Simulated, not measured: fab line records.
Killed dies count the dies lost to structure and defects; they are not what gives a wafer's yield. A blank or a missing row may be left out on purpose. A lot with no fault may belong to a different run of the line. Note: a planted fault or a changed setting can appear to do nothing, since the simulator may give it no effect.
Problem report, 8D (eight disciplines) form, completed by code :: flow n5Finfet :: the parts of the form that need people (team, actions taken, sign-off) are left out

1. PROBLEM STATEMENT
At N5_BEOL_M2_COAT_61, plateTempC averages 247.44 C over 9 wafers from 3 lots, while fault-free wafers read 249.98 C, standard deviation 0.15. Measured from the usual mean, that is -17 standard deviations.
The step: time 60 s, resist thk 60 nm.
Seen first at day 9 10:25 on lithoTrack-01, wafer L461.4. The record has a number at this step for 27 wafers belonging to 9 lots. Rule for "out" (also "out of limits"): further than 4 standard deviations from the usual mean. The rest of the wafers with a number are treated as sound.

2. WHAT IT IS AND WHAT IT IS NOT
question: which readings at this step
is: plateTempC
is not: dispensePressureKPa

question: which lots
is: L461, L462, L463
is not: L450, L453, L467, L468, L469, L470

question: which wafers of those lots
is: all that have a number
is not: -

question: read on which tools
is: lithoTrack-01
is not: lithoTrack-02, lithoTrack-05

question: when
is: from day 9 10:25
is not: up to then (6 sound wafers); but 12 sound wafers of L467, L468, L469, L470 came after

3. SUSPECTS, AND WHAT RULES EACH OUT
Counting: any tool at a process step up to the reading is kept as a suspect provided that every lot that is out went through it and no sound lot did after the first of them.
- lithoTrack-01 at N5_BEOL_M2_COAT_61 (time 60 s, resist thk 60 nm): kept. Every lot that is out went through it, starting with L461 (day 9 10:25), and after that it ran no sound lot; the last sound lot it ran before then is L453 (day 7 17:34). Its own plateTempC readings are out on those wafers.
Remaining after the count: lithoTrack-01 at N5_BEOL_M2_COAT_61.

4. THE CAUSE (what the simulator had put in)
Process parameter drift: lithoTrack-01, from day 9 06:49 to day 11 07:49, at N5_BEOL_M2_COAT_61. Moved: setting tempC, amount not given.
This tool alone remained once counting was done.

5. THE CHAIN OF EFFECTS, in route order
One row per reading whose mean, taken over the struck wafers that have a number, lies over 3 standard deviations from the usual. Scope: only readings with a usual standard deviation given in the record; hours: median across lots of the time from each lot's start at the first step in this table that gives one to its start at this step; sigmas: change in usual standard deviations.
hours: 0
step: N5_BEOL_M2_COAT_61
reading: heaterPowerTotalW
usual: 500.5 W
on struck wafers: 493.6
change: -6.9
sigmas: -3.8

hours: 0
step: N5_BEOL_M2_COAT_61
reading: plateTempC
usual: 249.98 C
on struck wafers: 247.44
change: -2.54
sigmas: -17
Process steps it contains:
- N5_BEOL_M2_COAT_61: time 60 s, resist thk 60 nm.
At these later measuring or inspecting steps, every struck wafer for which the step has a row has a number for every such reading, and none has moved that far: N5_BEOL_M4_RC_MEAS_101.

6. WHAT WOULD HAVE CAUGHT IT SOONER
In this record the first reading out of limits was taken at day 9 10:25, 4 hours after the fault began at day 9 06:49.
